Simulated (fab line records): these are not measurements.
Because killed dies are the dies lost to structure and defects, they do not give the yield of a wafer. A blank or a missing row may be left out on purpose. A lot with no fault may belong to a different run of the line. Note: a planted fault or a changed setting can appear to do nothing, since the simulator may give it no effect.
A lot that was struck, set against a sound lot ; flow nandHarc ; 15 steps out of a route of 1159
Sound: the wafers L551.2, L551.4, L551.6. Struck: wafer L560.4. (L560.5 of the same lot was not struck and is left out.) The cause comes at the end.
Each step with rows lists, per side, the tool, then ch with its chambers, then its first start. Under that, the readings that differ: sound wafers ; struck wafers ; difference of the means ; sigmas: that difference in standard deviations of wafers without a fault.
alike: readings with means less than 2 such deviations apart, plus words and numbers identical on both sides. not compared: withheld readings, readings lacking a value on some wafer, bounds such as >300 that could conceal the same value, and numbers that have no deviation in the record and whose values overlap.
A row with sigmas, a row that says differs or no value, or rows on one side alone: a step with any of these is where the two part. When numbers do not overlap yet have no deviation, they are printed without sigmas and do not part them. Lack of a reading on every wafer of one side parts them only where that side has two or more wafers.

NHARC_A_M0_OVL_MEAS_10: pitch 160 nm.
  sound on overlay-02, day 19 03:59; struck on overlay-01, day 20 18:28
  alike: overlayXNm, overlayYNm
NHARC_A_M0_INSPECT_11:
  sound on defectInspect-01, day 19 04:01; struck on defectInspect-01, day 20 18:31
  alike: rawDefectCount
NHARC_A_M0_DESCUM_14: chemistry O2, time 3 s.
  sound on rieDiel-08 ch 0,1,2, day 19 04:05; struck on rieDiel-10 ch 2, day 20 18:35
reading;sound;struck;difference;sigmas
oesProductAu (a.u.);1.012 1.008 1.003;0.989;-0.019;-2
  alike: drypumpMotorCurrentA, rfVppV, showerheadPlenumPTorr, throttleValvePct
  not compared: rfHoursCounterH
NHARC_A_M0_ETCH_34: etches the open film in N2/H2, target depth 40 nm, overetch 12 nm, time 43.94 s.
  sound on rieDiel-08 ch 0,1, day 19 04:10; struck on rieDiel-10 ch 3, day 20 18:40
reading;sound;struck;difference;sigmas
drypumpMotorCurrentA (A);5.6 5.7 5.5;6.8;+1.2;+2
  alike: biasW, oesProductAu, rfVppV, showerheadPlenumPTorr, throttleValvePct
  not compared: rfHoursCounterH
then, 1 step without rows for these wafers: NHARC_A_M0_ETCH_15 (etches the open film in C4F8/Ar, target depth 150 nm, overetch 15 nm, time 82.5 s).
NHARC_A_M0_CD_MEAS_16:
  sound on cdSem-01, day 19 04:23; struck on cdSem-01, day 20 18:52
  alike: cdNm
NHARC_A_M0_STRIP_18: strips in N2/H2.
  sound on rieDiel-08 ch 0,2,3, day 19 04:27; struck on rieDiel-08 ch 0, day 20 18:59
  alike: drypumpMotorCurrentA, oesProductAu, rfVppV, showerheadPlenumPTorr, throttleValvePct
  not compared: rfHoursCounterH
then, 1 step without rows for these wafers: NHARC_A_M0_STRIP_19 (strips in post etch residue remover, time 600 s).
NHARC_A_M0_DEGAS_28: time 60 s.
  sound on pvdSputter-01, day 19 04:59; struck on pvdSputter-01, day 20 19:29
  alike: heaterPowerW
then, 3 steps without rows for these wafers: NHARC_A_M0_PRE_CLEAN_29 (time 30 s); NHARC_A_M0_PVD_20 (deposits TaN, target thk 5 nm, time 8.06 s); NHARC_A_M0_PVD_21 (deposits Cu, target thk 30 nm, time 20.49 s).
NHARC_A_M0_ECD_22: material Cu, target thk 400 nm.
  sound on ecdCu-02 ch 0,1, day 19 05:23; struck on ecdCu-02 ch 0,1, day 20 20:00
NHARC_A_M0_ANNEAL_30: time 90 s.
  sound on rtpAnneal-02 ch 0, day 19 05:49; struck on rtpAnneal-02 ch 0, day 20 20:23
  alike: wafer_temp_C_max
NHARC_A_M0_CMP_23: polishes, t overpolish 20 s, target thk 113.75 nm.
  sound on cmp-02 ch 0,1,2, day 19 06:06; struck on cmp-02 ch 1, day 20 20:35
reading;sound;struck;difference;sigmas
timeToEndpointS (s);29.8 27.7 27.3;9.7;-18.6;-8
  alike: motorCurrentA, slurryFilterDpKPa

== WHERE THEY PART ==
Earliest at NHARC_A_M0_DESCUM_14; latest, in this record, at NHARC_A_M0_CMP_23.

WHY: what had been put in by the simulator
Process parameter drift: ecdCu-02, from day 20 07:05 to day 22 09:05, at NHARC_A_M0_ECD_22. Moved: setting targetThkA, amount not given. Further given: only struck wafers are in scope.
